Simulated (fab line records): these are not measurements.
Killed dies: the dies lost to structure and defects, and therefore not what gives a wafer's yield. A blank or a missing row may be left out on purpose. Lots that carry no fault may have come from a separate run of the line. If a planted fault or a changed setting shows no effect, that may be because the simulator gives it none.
Split-lot study	flow n5 finfet	route with 1938 steps; 7 lots, 39 wafers read

ON THE SPLIT
At N5_BEOL_M12_TRENCH_ETCH_34 (etches SiOC in C4F8/O2/Ar, target depth 318.95 nm, time 125.5 s), the setting time s was moved away from the recipe's 125.5 s on 9 of the 39 wafers read, by -53.7% to +52.4%. This setting was run at the recipe's value on the other wafers.

FROM THE SPLIT TO THE READING: what the file shows between them, 7 steps
- N5_BEOL_M12_STRIP_70: strips in C4F8/O2/Ar
- N5_BEOL_M12_OCD_MEAS_35
- N5_BEOL_M12_STRIP_37: strips in N2/H2
- N5_BEOL_M12_ETCH_38: etches SiCN in CF4/N2, target depth 68.7 nm, time 73.4 s
- N5_BEOL_M12_ECD_47: material Cu, target thk 720 nm
- N5_BEOL_M12_ANNEAL_48: time 90 s
- N5_BEOL_M12_CMP_49: polishes, stops on SiOC, t overpolish 20.6 s, target thk 320 nm

THE READING
M12_THK, in nm, at N5_BEOL_M12_THK_MEAS_50 (measures by xrf). A value of 317 nm with a standard deviation of 5.7 nm is what fault-free wafers of this fab line usually give.

wafer	tool, chamber at the split	time s as run, s	against the recipe	M12_THK, nm	against lot-mates on the recipe
L083.3	rie diel-05, 1	125.5	recipe	314	-
L083.4	rie diel-05, 2	125.5	recipe	319	-
L083.5	rie diel-05, 2	125.5	recipe	319	-
L086.1	rie diel-02, 0	125.5	recipe	316	-
L086.2	rie diel-02, 1	125.5	recipe	312	-
L086.3	rie diel-02, 2	125.5	recipe	322	-
L086.4	rie diel-02, 0	125.5	recipe	315	-
L086.5	rie diel-02, 2	125.5	recipe	321	-
L086.6	rie diel-02, 1	125.5	recipe	315	-
L085.1	rie diel-02, 2	125.5	recipe	316	-
L085.2	rie diel-02, 0	125.5	recipe	319	-
L085.3	rie diel-02, 1	125.5	recipe	317	-
L085.4	rie diel-02, 1	125.5	recipe	317	-
L085.5	rie diel-02, 2	125.5	recipe	315	-
L085.6	rie diel-02, 0	125.5	recipe	318	-
L089.1	rie diel-05, 3	125.5	recipe	322	-
L089.2	rie diel-05, 2	125.5	recipe	323	-
L089.3	rie diel-05, 0	186	+48.2%	486	+163
L089.4	rie diel-05, 1	186	+48.2%	472	+149
L089.5	rie diel-05, 2	125.5	recipe	325	-
L089.6	rie diel-05, 3	186	+48.2%	480	+157
L093.1	rie diel-05, 1	191.3	+52.4%	476	+156
L093.2	rie diel-05, 3	191.3	+52.4%	486	+166
L093.3	rie diel-05, 0	125.5	recipe	327	-
L093.4	rie diel-05, 2	125.5	recipe	316	-
L093.5	rie diel-05, 0	191.3	+52.4%	491	+171
L093.6	rie diel-05, 1	125.5	recipe	316	-
L094.1	rie diel-04, 1	125.5	recipe	318	-
L094.2	rie diel-04, 0	125.5	recipe	312	-
L094.3	rie diel-04, 2	125.5	recipe	306	-
L094.4	rie diel-04, 3	125.5	recipe	316	-
L094.5	rie diel-04, 0	125.5	recipe	316	-
L094.6	rie diel-04, 1	125.5	recipe	316	-
L095.1	rie diel-04, 2	58.08	-53.7%	143	-174
L095.2	rie diel-04, 0	125.5	recipe	314	-
L095.3	rie diel-04, 3	125.5	recipe	323	-
L095.4	rie diel-04, 1	58.08	-53.7%	147	-170
L095.5	rie diel-04, 0	125.5	recipe	313	-
L095.6	rie diel-04, 3	58.08	-53.7%	148	-169

THE FIT
A straight line over all 39 wafers: M12_THK changes by +3.24 nm for each +1% of time s; r = +1.00; the points scatter about the line by 5 nm.
The same after taking each lot's own level away (the mean of its wafers on the recipe; 39 wafers): +3.18 nm for each +1%; r = +1.00; scatter 4.1 nm.
The reading moves by 1.7e+02 nm for the largest change in time s, on that fit.
Across the lots, their own levels run from 314.0 to 323.3 nm, a range of 1.6 times the standard deviation given above.
The two slopes agree, so the slope changes little with the lot-to-lot level.
Check: -170 nm against its lot-mates is what the line predicts for one of the wafers moved furthest among these (-53.7%) when that wafer is left out of the fit. It came out at -174 nm against them.

THE WHOLE CHAIN: every reading that the file lists as answering this split, in the file's order
step	what it does	reading	change (the file's fit)	r (the file's)
N5_BEOL_M12_TRENCH_ETCH_34	etches SiOC in C4F8/O2/Ar, target depth 318.95 nm, time 125.5 s	etch.depth nm (the simulator's own value, which no gauge read)	+3.22 nm for each +1% of the setting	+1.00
N5_BEOL_M12_OCD_MEAS_35		trench depth nm	+3.22 nm for each +1% of the setting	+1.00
N5_BEOL_M12_CMP_49	polishes, stops on SiOC, t overpolish 20.6 s, target thk 320 nm	Cu_of_BEOL_M12_ECD_47.thk nm (the simulator's own value, which no gauge read)	+3.21 nm for each +1% of the setting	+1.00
N5_BEOL_M12_THK_MEAS_50	measures by xrf	M12_THK	+3.18 for each +1% of the setting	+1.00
N5_BEOL_M12_RS_MEAS_54	measures by four-point-probe	M12_RS	not straight: 0.1371 at the lowest setting, 0.0603 at the recipe, 0.0388 at the highest	not given

THE FILE'S OWN FIT
M12_THK changes by +3.18 nm for each +1% of time s, r = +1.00.
